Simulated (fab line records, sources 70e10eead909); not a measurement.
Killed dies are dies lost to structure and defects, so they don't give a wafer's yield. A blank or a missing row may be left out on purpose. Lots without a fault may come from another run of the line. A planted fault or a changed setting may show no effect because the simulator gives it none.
Chamber matching | flow nand_harc | NHARC_A_WL_FILL_ALD_00 on ald_hk-02: 4 sister chambers
The step deposits Al2O3, target thk 3 nm, pulse time 3 s, ald cycles 30. 18 wafers are shown with their chamber, then 9 later ones without.

WAFERS WITH THEIR CHAMBER
wafer  | chamber | heater_power_w (W) | precursor_pulse_height_rel | susceptor_temp_C (C)
L079.4 | 3       | 403                | 0.978                      | 299.99
L079.5 | 0       | 645                | 1.044                      | 299.83
L079.6 | 3       | 408                | 1.000                      | 300.10
L080.1 | 3       | 406                | 0.979                      | 299.98
L080.2 | 0       | 639                | 0.980                      | 299.81
L080.4 | 2       | 452                | 1.013                      | 300.26
L082.2 | 2       | 417                | 1.010                      | 300.02
L082.5 | 3       | 413                | 0.994                      | 299.58
L082.6 | 0       | 630                | 1.008                      | 299.86
L083.2 | 3       | 414                | 1.002                      | 300.48
L083.4 | 2       | 423                | 0.986                      | 300.08
L083.5 | 1       | 436                | 0.978                      | 300.18
L084.2 | 2       | 432                | 0.992                      | 299.92
L084.4 | 0       | 624                | 1.010                      | 300.17
L084.6 | 3       | 406                | 0.993                      | 300.11
L085.2 | 3       | 409                | 0.999                      | 300.00
L085.3 | 0       | 632                | 1.036                      | 299.93
L085.4 | 2       | 434                | 1.002                      | 299.92

SIGNATURES (means of the wafers above)
reading                    | chamber 0 | chamber 1 | chamber 2 | chamber 3 | scatter within a chamber
heater_power_w             | 634.00    | 436.00    | 431.60    | 408.43    | 8.74
precursor_pulse_height_rel | 1.01560   | 0.97800   | 1.00060   | 0.99214   | 0.0162
susceptor_temp_C           | 299.9200  | 300.1800  | 300.0400  | 300.0343  | 0.205
Rule: a wafer's distance from a chamber is the root of the sum, over the readings, of the square of ((its reading less the chamber's mean) divided by the reading's scatter). The wafer belongs to the nearest chamber; if the next one is less than 2 further off, it can't be placed. The scatter: the root of (the sum of the squares of (reading less its chamber's mean) over the shown wafers, divided by (wafers less chambers)).

WAFERS WITHOUT THEIR CHAMBER
wafer  | heater_power_w (W) | precursor_pulse_height_rel | susceptor_temp_C (C)
L086.2 | 425                | 0.995                      | 300.01
L086.3 | 444                | 1.022                      | 299.89
L086.5 | 400                | 1.015                      | 299.90
L093.1 | 439                | 1.016                      | 299.96
L093.3 | 410                | 1.002                      | 299.87
L093.5 | 639                | 1.016                      | 299.98
L095.1 | 436                | 0.976                      | 299.98
L095.4 | 409                | 0.996                      | 300.10
L095.5 | 407                | 1.006                      | 300.22

WHICH CHAMBER EACH WENT THROUGH
wafer  | from the rows above          | in truth
L086.2 | can't be placed: 2 or 1 or 3 | 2
L086.3 | can't be placed: 2 or 1      | 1
L086.5 | can't be placed: 3 or 2      | 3
L093.1 | can't be placed: 2 or 1      | 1
L093.3 | can't be placed: 3 or 2      | 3
L093.5 | 0                            | 0
L095.1 | can't be placed: 1 or 2      | 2
L095.4 | 3                            | 3
L095.5 | can't be placed: 3 or 2      | 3
Placed correctly: 2 of 9. Can't be placed from these rows: 7 (the true chamber is among the candidates in 7). Placed wrongly: 0.
